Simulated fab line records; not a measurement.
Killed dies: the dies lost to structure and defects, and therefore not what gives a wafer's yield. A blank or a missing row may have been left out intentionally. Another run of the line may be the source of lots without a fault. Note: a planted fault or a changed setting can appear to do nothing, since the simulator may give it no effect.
Matching of chambers	flow nand-harc	rie-diel-10 running NHARC_P_CONTACT_STRIP_28: 4 sister chambers
The step strips in O2. 42 wafers are shown with their chamber, then 12 later ones without.

EACH WAFER AND ITS CHAMBER
wafer	chamber	showerhead-plenum-p-Torr (Torr)	drypump-motor-current-A (A)	oes-product-au (a.u.)
L074.1	0	3.40	6.0	0.997
L074.3	2	3.53	5.7	1.000
L074.6	3	3.34	5.4	0.990
L074.2	1	3.50	5.6	1.008
L074.4	3	3.34	5.4	0.991
L074.5	2	3.53	5.7	0.997
L076.1	1	3.50	5.6	1.010
L076.2	0	3.39	5.9	0.983
L076.3	3	3.34	5.4	0.998
L079.2	0	3.39	6.0	1.001
L079.3	1	3.50	5.6	1.008
L079.5	0	3.39	5.9	1.002
L079.1	3	3.34	5.4	1.007
L079.4	2	3.53	5.7	0.995
L079.6	1	3.50	5.6	1.013
L081.1	3	3.34	5.4	0.987
L081.2	1	3.50	5.6	0.993
L081.5	0	3.39	6.0	0.997
L083.2	0	3.39	6.0	1.005
L083.3	2	3.53	5.7	1.008
L083.6	3	3.34	5.4	0.989
L084.1	0	3.39	5.9	0.995
L084.4	1	3.50	5.6	1.010
L084.5	1	3.50	5.6	1.008
L085.2	2	3.52	5.7	0.992
L085.5	2	3.52	5.7	0.996
L085.6	1	3.50	5.6	0.998
L089.2	3	3.34	5.4	1.002
L089.5	0	3.39	6.0	0.994
L089.6	3	3.34	5.4	1.001
L089.1	2	3.52	5.7	1.006
L089.3	1	3.50	5.6	1.006
L089.4	0	3.39	6.0	1.001
L088.3	1	3.50	5.6	1.008
L088.4	1	3.50	5.6	1.005
L088.6	3	3.34	5.4	0.992
L090.1	3	3.34	5.4	1.002
L090.2	1	3.50	5.6	1.013
L090.3	2	3.52	5.7	0.998
L090.4	0	3.39	5.9	0.999
L090.5	0	3.39	6.0	0.997
L090.6	3	3.34	5.4	0.997

SIGNATURES (averages over the wafers above)
reading	chamber 0	chamber 1	chamber 2	chamber 3	scatter within a chamber
showerhead-plenum-p-Torr	3.3909	3.5000	3.5250	3.3400	0.00277
drypump-motor-current-A	5.964	5.600	5.700	5.400	0.0259
oes-product-au	0.99736	1.00667	0.99900	0.99600	0.00595
Rule: a wafer's distance from a chamber is the root of the sum, over the readings, of the square of ((its reading less the chamber's mean) divided by the reading's scatter). If the next closest chamber is less than 2 further off than the closest, the wafer can't be placed; otherwise it belongs to the closest. The scatter: the root of (the sum of the squares of (reading less its chamber's mean) over the shown wafers, divided by (wafers less chambers)).

WAFERS WHOSE CHAMBER IS MISSING
wafer	showerhead-plenum-p-Torr (Torr)	drypump-motor-current-A (A)	oes-product-au (a.u.)
L092.2	3.50	5.6	1.007
L092.4	3.39	6.0	0.997
L092.6	3.52	5.7	0.998
L095.1	3.39	6.0	0.999
L095.4	3.52	5.7	0.998
L095.5	3.50	5.6	1.013
L096.1	3.34	5.4	1.005
L096.5	3.34	5.4	0.999
L096.6	3.52	5.7	0.998
L097.1	3.49	5.6	1.004
L097.2	3.39	5.9	1.004
L097.6	3.50	5.6	1.002

CHAMBER TAKEN BY EACH
wafer	from the rows above	in truth
L092.2	1	1
L092.4	0	0
L092.6	2	2
L095.1	0	0
L095.4	2	2
L095.5	1	1
L096.1	3	3
L096.5	3	3
L096.6	2	2
L097.1	1	1
L097.2	0	0
L097.6	1	1
12 of 12 placed correctly. Number that these rows cannot place: 0. Placed wrongly: 0.
